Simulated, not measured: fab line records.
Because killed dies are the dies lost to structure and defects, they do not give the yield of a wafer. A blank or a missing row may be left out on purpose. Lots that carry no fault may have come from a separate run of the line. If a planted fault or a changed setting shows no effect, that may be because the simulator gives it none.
The tool behind it: which one?    flow n5Finfet    12 lots with 36 wafers sampled at 2 steps, on a route of 1938 steps

== WHAT EACH GAUGE READ, for each wafer ==
N5_GATE_CUT_OVL_MEAS_14.
lot   measured      on          GATE_CUT_OVL (nm)
L075  day 4 17:07   overlay-01  -0.8 -0.2 0.0
L077  day 5 08:06   overlay-02  -0.8 -1.3 -1.2
L079  day 5 22:07   overlay-02  0.3 0.5 -0.1
L081  day 6 14:02   overlay-01  0.2 -0.8 -0.8
L083  day 6 18:45   overlay-01  -1.6 -1.4 -0.7
L085  day 7 04:08   overlay-01  0.1 -0.3 -0.4
L087  day 7 16:26   overlay-01  0.0 -0.7 -0.4
L089  day 8 02:55   overlay-01  -0.7 0.1 -0.2
L091  day 8 15:38   overlay-01  -0.7 -0.4 -1.5
L093  day 9 04:40   overlay-01  -2.1 -1.5 -1.7
L095  day 9 18:11   overlay-01  -1.5 -1.1 -0.6
L097  day 10 05:47  overlay-01  -0.1 -0.5 -1.1

== WHICH TOOL RAN EACH LOT (tool, then ch and the chambers of the sampled wafers, then the start) ==
lot   N5_HKMG_FIN_DESCUM_17
L075  rieDiel-05 ch 0,3, day 4 09:05
L077  rieDiel-05 ch 0,1,3, day 5 00:02
L079  rieDiel-01 ch 0,1,2, day 5 14:07
L081  rieDiel-05 ch 2,3, day 6 05:53
L083  rieDiel-05 ch 0,1,2, day 6 10:28
L085  rieDiel-05 ch 0,1,3, day 6 20:07
L087  rieDiel-05 ch 0,1,2, day 7 08:25
L089  rieDiel-05 ch 0,1,2, day 7 18:41
L091  rieDiel-05 ch 1,2,3, day 8 06:49
L093  rieDiel-04 ch 0,2, day 8 18:35
L095  rieDiel-04 ch 0,3, day 9 09:35
L097  rieDiel-04 ch 1,2, day 9 21:30
- N5_HKMG_FIN_DESCUM_17: chemistry O2, time 7.9 s.

== THE ANSWER, worked out from the rows above alone ==
Rule: usual is defined by the lots themselves. Put in order of their means at a reading, lots are off if they are a third of the lots or fewer, leave a main group of 4 or more, and stand apart from it by a gap of 3 or more times the standard deviation of the main group's means; of several such gaps the widest counts. If all means in a main group match to the digits the tables above print for the reading, that group is not used. Also off: a lot with no number at a reading for which 4 or more lots have one. All remaining lots with rows at the step are treated as sound.
No lot is off at any reading shown: from this, nothing can be told.

== WHAT THE SIMULATOR HAD PUT IN ==
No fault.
